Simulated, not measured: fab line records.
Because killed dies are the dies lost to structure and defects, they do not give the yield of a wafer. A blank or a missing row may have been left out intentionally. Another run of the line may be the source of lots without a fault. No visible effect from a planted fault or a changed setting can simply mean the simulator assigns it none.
The same fault as seen by 2 desks / flow n5-finfet / each desk holds nothing but its own numbers, with what lay behind them at the end

== THE TOOL OWNER'S DESK: rie-diel-01 ==
The tool's own readings at N5_BEOL_M0_ETCH_138 (etches SiCN in CH3F/O2, target depth 12 nm, time 31.6 s): means of the sampled wafers that have a number, for each lot that ran on this tool. A lot is out of limits, marked OUT, if its mean lies more than 4 standard deviations from the usual mean; the brackets give that distance.
Columns: A = drypump-motor-current-A at N5_BEOL_M0_ETCH_138, usual 5.5 A; B = etch-rf-on-time-s at N5_BEOL_M0_ETCH_138, usual 29.1 s; C = oes-product-au at N5_BEOL_M0_ETCH_138, usual 0.67 a.u.; D = rf-fwd-power-W at N5_BEOL_M0_ETCH_138, usual 386.0 W; E = rf-vpp-V at N5_BEOL_M0_ETCH_138, usual 297.5 V; F = showerhead-plenum-p-Torr at N5_BEOL_M0_ETCH_138, usual 2.01 Torr; G = throttle-valve-pct at N5_BEOL_M0_ETCH_138, usual 16.31 %
lot=L381; first seen here=day 5 17:28; A=5.4; B=29.1; C=0.65; D=385.7; E=296.8; F=2.02; G=16.50
lot=L386; first seen here=day 6 19:46; A=5.9; B=29.5; C=0.67; D=387.9; E=298.2; F=2.02; G=16.29
lot=L387; first seen here=day 7 07:40; A=5.9; B=28.9; C=0.67; D=387.8; E=296.9; F=2.02; G=16.31
lot=L390; first seen here=day 8 06:38; A=5.8; B=29.0; C=0.68; D=385.6; E=298.0; F=2.06; G=16.36
lot=L398; first seen here=day 10 04:05; A=5.9; B=25.2 (-5.0) OUT; C=0.69; D=544.6 (+88) OUT; E=269.9 (-17) OUT; F=2.01; G=16.36
lot=L400; first seen here=day 10 08:53; A=5.9; B=25.7 (-4.3) OUT; C=0.68; D=543.1 (+87) OUT; E=269.6 (-17) OUT; F=2.01; G=16.36
This desk's finding: out of limits on L398, L400; first on L398, day 10 04:05 (etch-rf-on-time-s at N5_BEOL_M0_ETCH_138). Within limits: L381, L386, L387, L390.

== METROLOGY DESK ==
Lot by lot, what the gauges showed, no matter which tool ran the lot: averages of those sampled wafers that carry a number. A lot is out of limits, marked OUT, if its mean lies more than 4 standard deviations from the usual mean; the brackets give that distance. Readings shown: 7 of its 10, picked as those furthest out on some lot.
Columns: A = DIBL_N at N5_BEOL_M4_RC_MEAS_101, usual 36.3 mV/V; B = DIBL_P at N5_BEOL_M4_RC_MEAS_101, usual 36.5 mV/V; C = ION_N at N5_BEOL_M4_RC_MEAS_101, usual 675 uA/um; D = ION_P at N5_BEOL_M4_RC_MEAS_101, usual 462 uA/um; E = SS_N at N5_BEOL_M4_RC_MEAS_101, usual 71.6 mV/dec; F = SS_P at N5_BEOL_M4_RC_MEAS_101, usual 73.3 mV/dec; G = VT_P at N5_BEOL_M4_RC_MEAS_101, usual -250 mV
lot=L381; first seen here=day 7 15:28; A=35.2; B=36.2; C=676; D=464; E=71.5; F=73.6; G=-253
lot=L386; first seen here=day 8 14:51; A=35.5; B=35.7; C=680; D=472; E=71.3; F=72.4; G=-251
lot=L387; first seen here=day 9 10:17; A=37.0; B=37.6; C=681; D=463; E=72.1; F=72.9; G=-251
lot=L390; first seen here=day 10 07:46; A=35.8; B=36.9; C=659; D=453; E=70.6; F=73.5; G=-254
lot=L398; first seen here=day 12 00:10; A=36.1; B=34.6; C=685; D=472; E=71.3; F=72.7; G=-245
lot=L400; first seen here=day 12 03:55; A=37.0; B=36.3; C=669; D=465; E=71.6; F=73.1; G=-247
lot=L401; first seen here=day 13 00:05; A=34.3; B=33.9; C=677; D=462; E=71.5; F=73.2; G=-252
lot=L404; first seen here=day 13 10:06; A=35.4; B=36.6; C=675; D=457; E=71.7; F=73.7; G=-253
This desk found nothing out of limits on any of the 8 lots.

== BROUGHT TOGETHER ==
On L398, L400, at day 10 04:05, an alarm was possible from the tool owner's desk.
The metrology desk saw nothing out of limits.
The metrology desk has L398, L400 on record, within its limits.
Of the lots named, all ran N5_BEOL_M0_ETCH_138 on rie-diel-01.

== WHAT THE SIMULATOR PUT IN ==
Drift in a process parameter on rie-diel-01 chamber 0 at N5_BEOL_M0_ETCH_138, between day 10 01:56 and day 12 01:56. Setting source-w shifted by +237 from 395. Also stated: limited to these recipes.
Struck lots among those shown: L398, L400.
Delay in hours, fault start to first out-of-limits reading, by desk: the tool owner's desk at 2.
